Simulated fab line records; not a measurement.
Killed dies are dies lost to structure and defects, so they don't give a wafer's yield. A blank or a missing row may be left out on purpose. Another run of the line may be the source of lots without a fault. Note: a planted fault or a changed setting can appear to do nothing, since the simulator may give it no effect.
Chamber matching :: flow n5_finfet :: N5_BEOL_M0_SAQP_STRIP_108 on rie_diel-04: 4 sister chambers
The step strips in N2/H2. 4 wafers are shown with their chamber, then 8 later ones without.

== WAFERS PAIRED WITH THEIR CHAMBERS ==
wafer: L077.5
chamber: 1
showerhead_plenum_p_Torr (Torr): 3.45

wafer: L078.4
chamber: 2
showerhead_plenum_p_Torr (Torr): 3.44

wafer: L078.5
chamber: 3
showerhead_plenum_p_Torr (Torr): 3.11

wafer: L079.1
chamber: 0
showerhead_plenum_p_Torr (Torr): 3.21

== WAFERS WITHOUT THEIR CHAMBER ==
wafer: L079.2
showerhead_plenum_p_Torr (Torr): 3.45

wafer: L079.3
showerhead_plenum_p_Torr (Torr): 3.44

wafer: L081.2
showerhead_plenum_p_Torr (Torr): 3.20

wafer: L081.3
showerhead_plenum_p_Torr (Torr): 3.11

wafer: L081.5
showerhead_plenum_p_Torr (Torr): 3.20

wafer: L085.1
showerhead_plenum_p_Torr (Torr): 3.44

wafer: L085.2
showerhead_plenum_p_Torr (Torr): 3.20

wafer: L085.3
showerhead_plenum_p_Torr (Torr): 3.11

== EACH ONE'S CHAMBER ==
wafer: L079.2
from the rows above: can't be placed: 1 or 2
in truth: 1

wafer: L079.3
from the rows above: can't be placed: 2 or 1
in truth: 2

wafer: L081.2
from the rows above: 0
in truth: 0

wafer: L081.3
from the rows above: 3
in truth: 3

wafer: L081.5
from the rows above: 0
in truth: 0

wafer: L085.1
from the rows above: can't be placed: 2 or 1
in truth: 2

wafer: L085.2
from the rows above: 0
in truth: 0

wafer: L085.3
from the rows above: 3
in truth: 3
5 of 8 placed correctly. Not placeable from these rows: 3 (in 3, the candidates include the true chamber). Placed wrongly: 0.
How it was worked out, from the rows above alone: a wafer's distance from a chamber is the root of the sum, over the readings, of the square of ((its reading less the chamber's mean) divided by the reading's scatter). The wafer belongs to the nearest chamber; if the next one is less than 2 further off, it can't be placed. Each chamber's mean is taken over the wafers shown for it. The scatter: with one shown wafer a chamber, the root of the mean of the squares of how far each hidden wafer lies from its nearest shown one.
